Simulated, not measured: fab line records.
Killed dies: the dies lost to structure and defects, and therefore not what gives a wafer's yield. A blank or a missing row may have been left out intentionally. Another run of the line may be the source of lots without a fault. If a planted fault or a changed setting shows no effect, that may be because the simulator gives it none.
Matching of chambers | flow n5-finfet | rie-diel-01 running N5_BEOL_M1_ETCH_64: 4 sister chambers
The step etches SOC in N2/H2, target depth 75 nm, overetch 15 nm, time 112.5 s. 33 wafers are shown with their chamber, then 12 later ones without.

WAFERS WITH THEIR CHAMBER
wafer  | chamber | showerhead-plenum-p-Torr (Torr) | drypump-motor-current-A (A) | throttle-valve-pct (%)
L075.1 | 2       | 2.72                            | 6.4                         | 18.01
L075.2 | 0       | 2.47                            | 6.6                         | 18.08
L075.3 | 1       | 2.55                            | 6.3                         | 17.79
L075.4 | 0       | 2.47                            | 6.7                         | 18.07
L075.5 | 2       | 2.72                            | 6.4                         | 18.03
L075.6 | 1       | 2.55                            | 6.3                         | 17.78
L079.1 | 1       | 2.55                            | 6.3                         | 17.80
L079.2 | 2       | 2.71                            | 6.4                         | 18.03
L079.6 | 2       | 2.71                            | 6.4                         | 18.02
L080.1 | 0       | 2.46                            | 6.6                         | 18.09
L080.2 | 1       | 2.55                            | 6.3                         | 17.80
L080.5 | 1       | 2.55                            | 6.3                         | 17.80
L081.1 | 1       | 2.55                            | 6.3                         | 17.81
L081.2 | 2       | 2.71                            | 6.4                         | 18.04
L081.3 | 3       | 2.49                            | 6.0                         | 17.77
L081.4 | 0       | 2.46                            | 6.7                         | 18.09
L081.5 | 3       | 2.49                            | 6.0                         | 17.77
L081.6 | 2       | 2.71                            | 6.4                         | 18.05
L082.1 | 0       | 2.46                            | 6.7                         | 18.08
L082.2 | 1       | 2.55                            | 6.3                         | 17.80
L082.3 | 2       | 2.71                            | 6.4                         | 18.03
L082.4 | 3       | 2.49                            | 6.0                         | 17.78
L082.5 | 3       | 2.49                            | 6.0                         | 17.76
L082.6 | 0       | 2.46                            | 6.6                         | 18.09
L083.1 | 0       | 2.46                            | 6.6                         | 18.09
L083.2 | 1       | 2.55                            | 6.3                         | 17.80
L083.3 | 2       | 2.71                            | 6.4                         | 18.05
L083.4 | 3       | 2.49                            | 6.0                         | 17.77
L083.5 | 0       | 2.46                            | 6.6                         | 18.08
L083.6 | 1       | 2.55                            | 6.3                         | 17.82
L084.3 | 2       | 2.71                            | 6.4                         | 18.04
L084.5 | 0       | 2.46                            | 6.6                         | 18.10
L084.6 | 3       | 2.49                            | 6.0                         | 17.78

SIGNATURES (averages over the wafers above)
reading                  | chamber 0 | chamber 1 | chamber 2 | chamber 3 | scatter within a chamber
showerhead-plenum-p-Torr | 2.4622    | 2.5500    | 2.7122    | 2.4900    | 0.00328
drypump-motor-current-A  | 6.633     | 6.300     | 6.400     | 6.000     | 0.0263
throttle-valve-pct       | 18.0856   | 17.8000   | 18.0333   | 17.7717   | 0.0107
Rule: a wafer lies at a distance from a chamber equal to the root of the sum of squares, over the readings, of (its reading less the chamber's mean, divided by the reading's scatter). If the next closest chamber is less than 2 further off than the closest, the wafer can't be placed; otherwise it belongs to the closest. The scatter: the root of (the sum of the squares of (reading less its chamber's mean) over the shown wafers, divided by (wafers less chambers)).

WAFERS WITH NO CHAMBER GIVEN
wafer  | showerhead-plenum-p-Torr (Torr) | drypump-motor-current-A (A) | throttle-valve-pct (%)
L085.3 | 2.71                            | 6.5                         | 18.05
L085.4 | 2.49                            | 6.0                         | 17.78
L085.6 | 2.71                            | 6.4                         | 18.06
L086.2 | 2.71                            | 6.4                         | 18.07
L086.3 | 2.54                            | 6.3                         | 17.83
L086.6 | 2.54                            | 6.3                         | 17.85
L097.1 | 2.48                            | 6.0                         | 17.82
L097.2 | 2.70                            | 6.4                         | 18.07
L097.6 | 2.70                            | 6.4                         | 18.09
L096.1 | 2.48                            | 6.0                         | 17.83
L096.3 | 2.45                            | 6.6                         | 18.14
L096.6 | 2.48                            | 6.0                         | 17.83

EACH ONE'S CHAMBER
wafer  | from the rows above | in truth
L085.3 | 2                   | 2
L085.4 | 3                   | 3
L085.6 | 2                   | 2
L086.2 | 2                   | 2
L086.3 | 1                   | 1
L086.6 | 1                   | 1
L097.1 | 3                   | 3
L097.2 | 2                   | 2
L097.6 | 2                   | 2
L096.1 | 3                   | 3
L096.3 | 0                   | 0
L096.6 | 3                   | 3
12 of 12 placed correctly. Number that these rows cannot place: 0. Wrongly placed: 0.
